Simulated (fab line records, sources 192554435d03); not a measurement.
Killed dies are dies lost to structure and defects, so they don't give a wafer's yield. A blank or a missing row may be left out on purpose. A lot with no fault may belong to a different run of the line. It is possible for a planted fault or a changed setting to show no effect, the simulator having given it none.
fab line records + flow n5_finfet
[record]
- lots = 5
- wafers = 15
- last_day = 16
route steps=1938 shown HKMG_FIN@402 BEOL_M4@1111 PASSIVATION@1936
lots that met no fault: from a run of the same line without faults
start_h: hours from the record's first day to the start of the lot's first wafer shown + wait_h: how many hours have passed since the lot's step before this one + " repeats the value in the row above + L1.1+2: a row that stands for several wafers + - no value, or no start was given + * or withheld: withheld + < > ~ a bound
route shown NAME@n: NAME is a module with steps in the file, n the number in the route of the first one + usual: average and standard deviation across the fault-free wafers + same: alike in all rows + chamber/n: place in a boat + sites: readings site by site + _std_site: standard deviation across them + _edge_site: the outer-site mean with the inner-site mean subtracted + radius_mm: how far each site lies from the wafer's centre + mask NAME#n: copy n + behind: the tool/chamber that last shaped the wafer + hold: cause of the lot's hold/its duration in hours/its outcome + device: the n, p or np transistor that did not switch + end of line: tests of these same wafers at the route's end + for a step that has no rows: nothing shown but its recipe + killed: not the wafer's yield, but the dies lost to structure and defects at the first sort + map: a wafer's dies, marking killed ones x, the rest . and places with no die _
set.NAME: the setting as run; set.NAME@STEP: as run at that earlier step + model.NAME: the simulator's own value behind a step, which no gauge read
lots at selected steps of the route; one table per step, one row per wafer
[[steps]]
[step N5_HKMG_FIN_ETCH_54]
[recipe]
- chemistry = CF4
- target = SiARC
- target_depth_a = 455
- mask_material = CAR-ArF
- time_s = 75.8
- ion_energy_ev = 80
- pressure_mtorr = 40
- source_w = 545
- bias_w = 36
- Ar_flow_sccm = 100
- cf4_flow_sccm = 100
- ends = cleared
[step N5_HKMG_FIN_ETCH_55]
[recipe]
- chemistry = N2/H2
- target = SOC
- target_depth_a = 2400
- temp_c = 40
- time_s = 300
- ion_energy_ev = 200
- mask_material = SiARC
- pressure_mtorr = 30
- source_w = 840
- bias_w = 150
- n2_flow_sccm = 200
- h2_flow_sccm = 200
[step N5_HKMG_FIN_STRIP_56]
[recipe]
- chemistry = N2/H2
- temp_c = 40
- n2_flow_sccm = 200
- h2_flow_sccm = 200
- rf_frequency_hz = 6e+07
[step N5_HKMG_FIN_STRIP_57]
[recipe]
- chemistry = CF4
- resist = SiARC
- power_w = 300
- bias_power_w = 75
- pressure_mtorr = 50
- cf4_flow_sccm = 150
- rf_frequency_hz = 6e+07
[step N5_HKMG_FIN_ETCH_58]
[recipe]
- chemistry = N2/H2
- target = SOC
- target_depth_a = 2158
- ion_energy_ev = 50
- bias_w = 13
- time_s = 741
- pressure_mtorr = 30
- source_w = 875
- n2_flow_sccm = 200
- h2_flow_sccm = 200
[step N5_HKMG_FIN_STRIP_93]
[recipe]
- chemistry = N2/H2
- material = SOC
- time_s = 20
- power_w = 500
- temp_c = 40
- pressure_mtorr = 50
- rf_frequency_hz = 6e+07
- bias_power_w = 8
- h2_frac = 0.5
- n2_flow_sccm = 300
- h2_flow_sccm = 300
[step N5_HKMG_FIN_WET_ETCH_76]
[recipe]
- chemistry = dNH4OH
- mix = 1:50
- temp_c = 25
- target = Al2O3
- stop_on = La2O3
- target_depth_nm = 2.25
- dry = ipa_marangoni
- rinse_time_s = 30
- rinse_temp_c = 23
[step N5_HKMG_FIN_STRIP_60]
[recipe]
- chemistry = N2/H2
- power_w = 2500
- temp_c = 300
- h2_frac = 0.65
- time_s = 360
- pressure_mtorr = withheld
- n2_flow_sccm = 1750
- h2_flow_sccm = 3250
[step N5_HKMG_FIN_WET_ETCH_77]
[recipe]
- chemistry = dHCl
- mix = 1:10000
- temp_c = 25
- target = La2O3
- stop_on = HfO2
- target_depth_nm = 2
[step N5_HKMG_FIN_WET_ETCH_78]
[recipe]
- chemistry = dNH4OH
- mix = 1:50
- temp_c = 25
- target = Al2O3
- stop_on = La2O3
- target_depth_nm = 4.5
- dry = ipa_marangoni
- rinse_time_s = 30
- rinse_temp_c = 23
[step N5_HKMG_FIN_ALD_79]
[recipe]
- material = TiN
- target_thk_a = 15
- temp_c = 400
- ald_precursor_family = TiCl4
- ald_co_reactant = NH3
- pulse_time_s = 1
- purge_time_s = 3
- co_reactant_purge_time_s = 2
- co_reactant_pulse_time_s = 2
- ald_cycles = 68
- pressure_torr = 3
[step N5_HKMG_FIN_CVD_62]
[recipe]
- material = a-Si
- target_thk_a = 30
- temp_c = 500
- precursor = Si2H6
- pressure_torr = 1
- time_s = 20.8
[step N5_HKMG_FIN_RTA_80]
[recipe]
- temp_c = withheld
- time_s = 2
- ambient = N2
- idle_temp_c = 600
- ramp_up_c_per_s = 150
- ramp_down_c_per_s = 60
- cool_to_c = 600
| lot.wafer  | tool          | chamber | start_h | wait_h |
|------------|---------------|---------|---------|--------|
| L286.2+4+6 | rtp_anneal-01 | 0       | 115.68  | 0.2    |
| L290.1+2+5 | rtp_anneal-02 | 0       | 141.56  | 0.2    |
| L294.1+2+5 | rtp_anneal-02 | 0       | 162.07  | 0.1    |
| L295.1+3+5 | rtp_anneal-02 | 0       | 172.89  | 0.2    |
| L297.1+3+5 | rtp_anneal-02 | 0       | 182.51  | 0.1    |
[step N5_HKMG_FIN_PRECLEAN_64]
[recipe]
- chemistry = dHF
- time_s = 30
- temp_c = 25
- dilution = withheld
[step N5_HKMG_FIN_WET_ETCH_65]
[recipe]
- chemistry = TMAH
- temp_c = 70
- conc_wt_pct = 5
- target = a-Si
- stop_on = TiN
- time_s = 49
- target_depth_nm = 3
[step N5_HKMG_FIN_WET_ETCH_81]
[recipe]
- chemistry = SC1
- target = TiN
- stop_on = HfO2
- mix = 1:1:5
- temp_c = 60
- time_s = 57
- target_depth_nm = 6
[step N5_HKMG_FIN_WET_ETCH_82]
[recipe]
- chemistry = dHCl
- mix = 1:10000
- temp_c = 25
- target = La2O3
- stop_on = HfO2
- target_depth_nm = 2
- dry = ipa_marangoni
- rinse_time_s = 30
- rinse_temp_c = 23
[step N5_HKMG_FIN_ALD_36]
[recipe]
- material = TiN
- target_thk_a = 10
- temp_c = 400
- ald_precursor_family = TiCl4
- ald_co_reactant = NH3
- pulse_time_s = 1
- purge_time_s = 3
- co_reactant_purge_time_s = 2
- co_reactant_pulse_time_s = 2
- ald_cycles = 47
- pressure_torr = 3
[step N5_HKMG_FIN_PWFM_ALD_03]
[recipe]
- material = TiN
- target_thk_a = 20
- temp_c = 400
- ald_precursor_family = TiCl4
- ald_co_reactant = NH3
- pulse_time_s = 1
- purge_time_s = 3
- co_reactant_purge_time_s = 2
- co_reactant_pulse_time_s = 2
- ald_cycles = 91
- pressure_torr = 3
[step N5_HKMG_FIN_COAT_29]
[recipe]
- resist = SOC
- temp_c = 250
- time_s = 60
- spin_rpm = 1500
- resist_thk_nm = 300
[step N5_HKMG_FIN_COAT_30]
[recipe]
- resist = SiARC
- temp_c = 220
- time_s = 60
- spin_rpm = 1500
- resist_thk_nm = 35
[step N5_HKMG_FIN_COAT_06]
[recipe]
- resist = CAR-ArF
- spin_rpm = 1500
- resist_thk_nm = 90
[step N5_HKMG_FIN_EBR_08]
[recipe]
- solvent = PGMEA
- ebr_width_mm = 1.5
[step N5_HKMG_FIN_SOFTBAKE_07]
[recipe]
- temp_c = 110
- time_s = 60
- resist = CAR-ArF
[step N5_HKMG_FIN_EXPOSE_09]
[recipe]
- mask_id = NWFM
- na = 1.35
- source_shape = conventional
- sigma_outer = 0.8
- polarization = unpolarized
- dose_mj = 39.25
[step N5_HKMG_FIN_PEB_10]
[recipe]
- peb_temp_c = withheld
- peb_time_s = 60
- resist = CAR-ArF
[step N5_HKMG_FIN_DEVELOP_11]
[recipe]
- develop_time_s = 30
- developer = TMAH
- resist = CAR-ArF
- dev_temp_c = 23
- rinse_liquid = diw
- dry = air_spin
[step N5_HKMG_FIN_DESCUM_17]
[recipe]
- chemistry = O2
- time_s = 7.9
- source_power_w = 50
- bias_power_w = 20
- pressure_mtorr = 20
- rf_frequency_hz = 2.712e+07
- temp_c = 40
- resist = CAR-ArF
- o2_flow_sccm = 225
[step N5_HKMG_FIN_ETCH_31]
[recipe]
- chemistry = CF4
- target = SiARC
- target_depth_a = 455
- mask_material = CAR-ArF
- time_s = 75.8
- ion_energy_ev = 80
- pressure_mtorr = 40
- source_w = 545
- bias_w = 36
- Ar_flow_sccm = 100
- cf4_flow_sccm = 100
- ends = cleared
[step N5_HKMG_FIN_ETCH_32]
[recipe]
- chemistry = N2/H2
- target = SOC
- target_depth_a = 2400
- temp_c = 40
- time_s = 300
- ion_energy_ev = 200
- mask_material = SiARC
- pressure_mtorr = 30
- source_w = 840
- bias_w = 150
- n2_flow_sccm = 200
- h2_flow_sccm = 200
[step N5_HKMG_FIN_STRIP_33]
[recipe]
- chemistry = N2/H2
- temp_c = 40
- n2_flow_sccm = 200
- h2_flow_sccm = 200
- rf_frequency_hz = 6e+07
[step N5_HKMG_FIN_STRIP_34]
[recipe]
- chemistry = CF4
- resist = SiARC
- power_w = 300
- bias_power_w = 75
- pressure_mtorr = 50
- cf4_flow_sccm = 150
- rf_frequency_hz = 6e+07
[step N5_HKMG_FIN_ETCH_35]
[recipe]
- chemistry = N2/H2
- target = SOC
- target_depth_a = 2158
- ion_energy_ev = 65
- bias_w = 5
- source_w = 3000
- time_s = 243.4
- pressure_mtorr = 30
- n2_flow_sccm = 200
- h2_flow_sccm = 200
[step N5_HKMG_FIN_STRIP_92]
[recipe]
- chemistry = N2/H2
- material = SOC
- time_s = 20
- power_w = 500
- temp_c = 40
- pressure_mtorr = 50
- rf_frequency_hz = 6e+07
- bias_power_w = 8
- h2_frac = 0.5
- n2_flow_sccm = 300
- h2_flow_sccm = 300
[step N5_HKMG_FIN_WET_ETCH_18]
[recipe]
- chemistry = SC1
- target = TiN
- mix = 1:1:5
- temp_c = *
- time_s = 55
- target_depth_nm = 5.2
- dry = ipa_marangoni
- rinse_time_s = 30
- rinse_temp_c = 23
[step N5_HKMG_FIN_STRIP_19]
[recipe]
- chemistry = N2/H2
- power_w = 2500
- temp_c = 300
- h2_frac = 0.65
- time_s = 360
- pressure_mtorr = withheld
- n2_flow_sccm = 1750
- h2_flow_sccm = 3250
[step N5_HKMG_FIN_ALD_91]
[recipe]
- material = TiN
- target_thk_a = 10
- temp_c = 400
- ald_precursor_family = TiCl4
- ald_co_reactant = NH3
- pulse_time_s = 1
- purge_time_s = 3
- co_reactant_purge_time_s = 2
- co_reactant_pulse_time_s = 2
- ald_cycles = 47
- pressure_torr = 3
[step N5_HKMG_FIN_COAT_85]
[recipe]
- resist = SOC
- temp_c = 250
- time_s = 60
- spin_rpm = 1500
- resist_thk_nm = 300
[step N5_BEOL_M4_RC_MEAS_101]
[usual]
- DIBL_N = 36.5/1.8
- DIBL_P = 36.5/2.1
- IOFF_N = 0.17/0.031
- IOFF_P = 0.22/0.036
- IOFF_P_LIN = 0.102/0.014
- IOFF_P_LONG = 0.000107/9.3e-06
- ION_N = 677/11
- ION_P = 463/8
- SS_N = 71.6/0.61
- SS_P = 73.3/0.63
- VT_N = 249/3.1
- VT_N_LVT = 97/3.5
- VT_P = -250/3.3
- VT_P_LONG = -275.0/2.9
| lot.wafer | tool      | chamber | start_h | wait_h | DIBL_N[mV/V] | DIBL_P[mV/V] | IOFF_N[nA/um] | IOFF_P[nA/um] | IOFF_P_LIN[nA/um] | IOFF_P_LONG[nA/um] | ION_N[uA/um] | ION_P[uA/um] | SS_N[mV/dec] | SS_P[mV/dec] | VT_N[mV] | VT_N_LVT[mV] | VT_P[mV] | VT_P_LONG[mV] |
|-----------|-----------|---------|---------|--------|--------------|--------------|---------------|---------------|-------------------|--------------------|--------------|--------------|--------------|--------------|----------|--------------|----------|---------------|
| L286.2    | prober-01 | 0       | 212.12  | 0.2    | 37.0         | 37.4         | 0.18          | 0.23          | 0.104             | 0.000105           | 691          | 471          | 71.1         | 73.8         | 246      | 95           | -248     | -276.2        |
| L286.4    | "         | 0       | "       | "      | 36.4         | 35.4         | 0.15          | 0.19          | 0.092             | 0.000102           | 671          | 461          | 71.6         | 72.8         | 251      | 101          | -252     | -274.8        |
| L286.6    | "         | 0       | "       | "      | 38.8         | 38.7         | 0.21          | 0.25          | 0.111             | 0.0001             | 692          | 466          | 71.7         | 74.3         | 244      | 94           | -247     | -275.3        |
| L290.1    | prober-02 | 0       | 243.29  | 0.0    | 35.5         | 34.6         | 0.15          | 0.18          | 0.089             | 0.000104           | 670          | 454          | 71.0         | 72.6         | 249      | 98           | -249     | -278.1        |
| L290.2    | "         | 0       | "       | "      | 39.4         | 39.3         | 0.24          | 0.26          | 0.116             | 0.000114           | 686          | 463          | 72.3         | 74.0         | 243      | 91           | -245     | -275.9        |
| L290.5    | "         | 0       | "       | "      | 37.8         | 37.6         | 0.21          | 0.23          | 0.107             | 0.000112           | 685          | 462          | 71.8         | 73.6         | 246      | 91           | -249     | -273.6        |
| L294.1    | prober-01 | 0       | 264.95  | 0.0    | 38.6         | 39.0         | 0.21          | 0.14          | 0.066             | 7.2e-05            | 683          | 441          | 71.9         | 73.3         | 245      | 78           | -262     | -289.8        |
| L294.2    | "         | 0       | "       | "      | 37.1         | 37.0         | 0.16          | 0.12          | 0.057             | 7.3e-05            | 676          | 439          | 72.5         | 73.1         | 251      | 84           | -265     | -292.2        |
| L294.5    | "         | 0       | "       | "      | 39.2         | 39.7         | 0.22          | 0.15          | 0.067             | 7.2e-05            | 681          | 439          | 71.9         | 73.5         | 244      | 79           | -263     | -292.4        |
| L295.1    | prober-01 | 0       | 271.46  | 0.0    | 40.5         | 41.0         | 0.26          | 0.18          | 0.078             | 7.8e-05            | 700          | 453          | 72.2         | 74.2         | 242      | 74           | -261     | -290.5        |
| L295.3    | "         | 0       | "       | "      | 37.4         | 37.2         | 0.17          | 0.13          | 0.062             | 8.3e-05            | 677          | 442          | 71.4         | 72.8         | 248      | 81           | -263     | -291.0        |
| L295.5    | "         | 0       | "       | "      | 38.3         | 37.8         | 0.18          | 0.14          | 0.065             | 7.4e-05            | 682          | 445          | 72.1         | 72.8         | 249      | 80           | -261     | -288.0        |
| L297.1    | prober-02 | 0       | 277.34  | 0.0    | 41.5         | 40.7         | 0.25          | 0.17          | 0.073             | 8e-05              | 679          | 440          | 72.7         | 74.4         | 244      | 78           | -259     | -290.2        |
| L297.3    | "         | 0       | "       | "      | 37.9         | 35.5         | 0.16          | 0.12          | 0.059             | 7.7e-05            | 655          | 436          | 72.2         | 72.9         | 252      | 85           | -263     | -291.3        |
| L297.5    | "         | 0       | "       | "      | 40.0         | 39.4         | 0.19          | 0.15          | 0.067             | 7.7e-05            | 685          | 449          | 72.7         | 73.4         | 247      | 82           | -260     | -288.7        |
[step N5_PASSIVATION_PROBE_49]
[usual]
- defect_limited_yield = 91.4/1.5
- killed_at_M0_to_M3 = 35/11
- killed_at_M4_up = 16/7
- killed_at_contacts = 11/5.3
- killed_at_front_end = 37/11
- killed_at_other = 3.1/2.8
- killed_dies = 102/18
- killed_on_rim = 13/3.7
- killed_open = 69/15
- killed_short = 31/7.8
- sort_bin_5_function = 5.1/1.1
- sort_bin_6_memory = 3.2/0.69
- sort_bin_8_speed = 0.00/0.016
- sort_n_pass = 1078/18
- sort_yield_pct = 91.4/1.5
[same]
- gross_dies = 1180
- killed_at_back_side = 0
- sort_bin_4_leakage[%] = 0
| lot.wafer | tool      | chamber | start_h | wait_h | defect_limited_yield[%] | killed_at_M0_to_M3 | killed_at_M4_up | killed_at_contacts | killed_at_front_end | killed_at_other | killed_dies | killed_on_rim | killed_open | killed_short | sort_bin_5_function[%] | sort_bin_6_memory[%] | sort_bin_8_speed[%] | sort_n_pass | sort_yield_pct[%] |
|-----------|-----------|---------|---------|--------|-------------------------|--------------------|-----------------|--------------------|---------------------|-----------------|-------------|---------------|-------------|--------------|------------------------|----------------------|---------------------|-------------|-------------------|
| L290.2    | prober-02 | -       | 346.04  | 0.1    | 92.9                    | 28                 | 17              | 18                 | 21                  | 0               | 84          | 11            | 53          | 31           | 4.1                    | 2.7                  | 0                   | 1096        | 92.9              |
| L290.5    | prober-02 | -       | 346.19  | 0.2    | 93.9                    | 30                 | 9               | 8                  | 24                  | 1               | 72          | 10            | 42          | 27           | 4.0                    | 1.7                  | 0                   | 1108        | 93.9              |
| L294.1    | prober-01 | -       | 373.63  | 0.0    | 90.0                    | 28                 | 18              | 16                 | 45                  | 11              | 118         | 15            | 82          | 36           | 5.8                    | 3.6                  | 0.08                | 1061        | 89.9              |
| L294.2    | prober-01 | -       | 373.68  | 0.1    | 89.2                    | 48                 | 14              | 16                 | 48                  | 2               | 128         | 16            | 82          | 45           | 6.4                    | 4.0                  | 0.51                | 1046        | 88.6              |
| L294.5    | prober-01 | -       | 373.83  | 0.2    | 91.5                    | 37                 | 8               | 14                 | 37                  | 4               | 100         | 10            | 73          | 27           | 5.5                    | 2.9                  | 0.08                | 1079        | 91.4              |
| L295.1    | prober-02 | -       | 380.65  | 0.0    | 92.4                    | 34                 | 17              | 1                  | 31                  | 7               | 90          | 10            | 62          | 25           | 4.7                    | 2.5                  | 0                   | 1090        | 92.4              |
| L295.3    | prober-02 | -       | 380.75  | 0.1    | 90.3                    | 41                 | 13              | 4                  | 44                  | 12              | 114         | 15            | 75          | 38           | 5.7                    | 3.5                  | 0.59                | 1059        | 89.7              |
| L295.5    | prober-02 | -       | 380.85  | 0.2    | 93.4                    | 36                 | 12              | 6                  | 19                  | 5               | 78          | 12            | 50          | 28           | 4.2                    | 2.2                  | 0.25                | 1099        | 93.1              |
| L297.1    | prober-01 | -       | 390.78  | 0.0    | 92.7                    | 29                 | 19              | 4                  | 34                  | 0               | 86          | 17            | 57          | 29           | 4.2                    | 3.0                  | 0                   | 1094        | 92.7              |
| L297.3    | prober-01 | -       | 390.88  | 0.1    | 93.4                    | 39                 | 11              | 1                  | 25                  | 2               | 78          | 7             | 50          | 27           | 4.3                    | 1.9                  | 6.10                | 1030        | 87.3              |
| L297.5    | prober-01 | -       | 390.98  | 0.2    | 92.5                    | 41                 | 2               | 7                  | 34                  | 5               | 89          | 10            | 58          | 28           | 3.8                    | 3.3                  | 0                   | 1091        | 92.5              |
// killed by level:class
L290.2 MOL_CONTACT_COAG:geometric_particle:open=13 BEOL_M4:geometric_particle:open=8 BEOL_M0_SAQP:geometric_particle:short=7 BEOL_M0_SAQP:geometric_particle:open=6 MOL_CONTACT_COAG:geometric_particle:short=5 BEOL_M2:geometric_particle:open=5 STARTING-WAFER:geometric_particle:open=4 GATE_CUT:geometric_particle:open=3
L290.5 BEOL_M2:geometric_particle:open=12 BEOL_M0_SAQP:geometric_particle:short=7 MOL_CONTACT_COAG:geometric_particle:open=6 DUMMY_GATE:geometric_particle:open=5 BEOL_M0_SAQP:geometric_particle:open=4 GATE_CUT:geometric_particle:short=3 BEOL_M3:geometric_particle:short=3 BEOL_M4:geometric_particle:open=3
L294.1 FIN_SAQP:geometric_particle:open=13 MOL_CONTACT_COAG:geometric_particle:open=13 BEOL_M4:geometric_particle:open=8 FIN_SAQP:geometric_particle:short=7 BEOL_M2:geometric_particle:open=7 GATE_CUT:geometric_particle:open=6 GATE_CUT:geometric_particle:short=5 BEOL_M5:geometric_particle:open=5
L294.2 FIN_SAQP:geometric_particle:open=17 MOL_CONTACT_COAG:geometric_particle:open=12 BEOL_M0_SAQP:geometric_particle:open=10 BEOL_M2:geometric_particle:open=10 FIN_SAQP:geometric_particle:short=9 BEOL_M0_SAQP:geometric_particle:short=8 STI_FIN_REVEAL:geometric_particle:open=7 BEOL_M4:geometric_particle:open=7
L294.5 MOL_CONTACT_COAG:geometric_particle:open=11 BEOL_M3:geometric_particle:open=10 BEOL_M1:geometric_particle:open=8 STI_FIN_REVEAL:geometric_particle:open=7 BEOL_M0_SAQP:geometric_particle:open=6 FIN_SAQP:geometric_particle:short=5 DUMMY_GATE:geometric_particle:open=5 GATE_CUT:geometric_particle:short=5
L295.1 STI_FIN_REVEAL:geometric_particle:open=11 BEOL_M4:geometric_particle:open=8 BEOL_M0:geometric_particle:open=7 BEOL_M0_SAQP:geometric_particle:open=6 BEOL_M3:geometric_particle:open=6 BEOL_M2:geometric_particle:open=5 FIN_SAQP:geometric_particle:open=4 BEOL_M0_SAQP:geometric_particle:short=4
L295.3 FIN_SAQP:geometric_particle:short=14 BEOL_M3:geometric_particle:open=14 BEOL_M2:geometric_particle:open=11 FIN_SAQP:geometric_particle:open=10 STI_FIN_REVEAL:geometric_particle:open=6 MIM_TOP:geometric_particle:short=5 BEOL_M4:geometric_particle:open=5 MOL_CONTACT_COAG:geometric_particle:open=4
L295.5 BEOL_M2:geometric_particle:open=12 BEOL_M2:geometric_particle:short=10 BEOL_M3:geometric_particle:open=8 BEOL_M4:geometric_particle:open=8 FIN_SAQP:geometric_particle:short=4 MOL_CONTACT_COAG:geometric_particle:open=4 STARTING-WAFER:geometric_particle:short=4 FIN_SAQP:geometric_particle:open=3
L297.1 STI_FIN_REVEAL:geometric_particle:open=13 BEOL_M2:geometric_particle:open=10 FIN_SAQP:geometric_particle:short=8 BEOL_M3:geometric_particle:open=7 BEOL_M4:geometric_particle:open=7 BEOL_M0_SAQP:geometric_particle:short=5 BEOL_M0_SAQP:geometric_particle:open=3 BEOL_M4:geometric_particle:short=3
L297.3 BEOL_M0_SAQP:geometric_particle:short=15 STI_FIN_REVEAL:geometric_particle:open=10 BEOL_M0_SAQP:geometric_particle:open=8 BEOL_M2:geometric_particle:open=6 BEOL_M3:geometric_particle:open=5 FIN_SAQP:geometric_particle:short=3 BEOL_M4:geometric_particle:open=3 BEOL_M7:geometric_particle:open=3
L297.5 BEOL_M2:geometric_particle:open=9 BEOL_M0_SAQP:geometric_particle:short=8 STI_FIN_REVEAL:geometric_particle:open=7 BEOL_M3:geometric_particle:open=7 FIN_SAQP:geometric_particle:open=6 MOL_CONTACT_COAG:geometric_particle:open=6 BEOL_M0_SAQP:geometric_particle:open=6 DUMMY_GATE:geometric_particle:open=4
// map L294.2 (x killed, . not)
_________________x.....xx..x.________________
______________....x.......x....._____________
___________...............x.....xx.__________
__________..x..x...................._________
________...x.....x..............x.x..._______
_______.x........x................xx...______
______..........xx......................_____
_____......xx...............x.......x....____
____..................x...................___
___.......................x................__
___..................x..............x...x..__
__x..x......x...x....x....x.xx.............._
__.....................x.....x.......xx....._
_.............xx.........x.x.....x...........
_.............x..x.x.x...x...................
_.x.x.......x.................x...x..........
_..x..............x.x.x...........x..........
_......................x..........x.......x.x
_..........x....x.......x.....x...xx.........
_....x........x................x.....x....x..
_.........xx...............x...xx..xx.x......
__..x.....x...x............................._
__....x.....x..x......x.xx.x............x..._
___x....x........x..........x............x.__
___...x..........................x.........__
____..xx.....................xx...x.......___
_____.x.................................x____
______....x....x...x........x.....x...x._____
_______...........x...........xx...xx..______
________........................x.x.x._______
__________............x.......x....._________
___________........................__________
______________.................._____________
_________________..x.....x...________________
// map L295.3 (x killed, . not)
_________________.x..x.......________________
______________..x..............._____________
___________........xx........x.....__________
__________............x............._________
________x..............x...x.........._______
_______......x.........................______
______.........xx.........x............._____
_____.........x.x.......................x____
____...........x...........x..x.x........x___
___.x......x.........x......x...........x..__
___...........x.......................x.x..__
__.......x......x.............x............x_
__........x..................x..x..........._
_......x..x........x.x..x.............x.....x
_........x.................x........x..x.....
_.....x......x.x..x..x..x.............x......
_........x........xx...................x.....
_........................x....x..............
_..x..................xx......xx.x.........xx
_.............................x..x...........
_........x.x..................x.x.x.........x
__.............x..................xx........_
__.....xx.x........x........................_
___..x..x....xx.................x..........__
___.........x............x.................__
____...................x...x..............___
_____.x..x...............x....x..........____
______.x..x.....xx.x.....x.............._____
_______..x......x...................x.x______
________........x.x..................._______
__________................x........._________
___________......x....x.....x......__________
______________.................._____________
_________________........x...________________
[[key]]
[first_sign]
- step = N5_BEOL_M4_RC_MEAS_101
- reading = VT_P_LONG
- direction = down
- sigmas = 5.4
- usual = -275.0
- struck = -290.5
[effect]
- step = N5_BEOL_M4_RC_MEAS_101
- reading = VT_N_LVT
- direction = down
- sigmas = 4.8
- usual = 97
- struck = 80
[effect]
- step = N5_BEOL_M4_RC_MEAS_101
- reading = VT_P
- direction = down
- sigmas = 3.8
- usual = -250
- struck = -262
[effect]
- step = N5_BEOL_M4_RC_MEAS_101
- reading = IOFF_P_LONG
- direction = down
- sigmas = 3.3
- usual = 0.000107
- struck = 7.6e-05
[effect]
- step = N5_BEOL_M4_RC_MEAS_101
- reading = IOFF_P_LIN
- direction = down
- sigmas = 2.7
- usual = 0.102
- struck = 0.066
[effect]
- step = N5_BEOL_M4_RC_MEAS_101
- reading = ION_P
- direction = down
- sigmas = 2.6
- usual = 463
- struck = 443
[effect]
- step = N5_BEOL_M4_RC_MEAS_101
- reading = IOFF_P
- direction = down
- sigmas = 2
- usual = 0.22
- struck = 0.14
- wafers_moved = 6
[effect]
- step = N5_PASSIVATION_PROBE_49
- reading = sort_bin_8_speed
- direction = up
- sigmas = 10
- usual = 0.00
- struck = 0.85
- wafers_moved = 4
met_at N5_HKMG_FIN_RTA_80
struck_wafers L294.1,L294.2,L294.5,L295.1,L295.3,L295.5,L297.1,L297.3,L297.5
onset_between 141.56 162.07
also_fits time
[fault]
- kind = process_parameter_drift
- tool = rtp_anneal-02
- chamber = -
- onset_h = 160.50
- steps = N5_HKMG_FIN_RTA_80
- channel = time_s
- offset = *
- shape = step
- end_h = 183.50
- acts_in = *
- stated = *
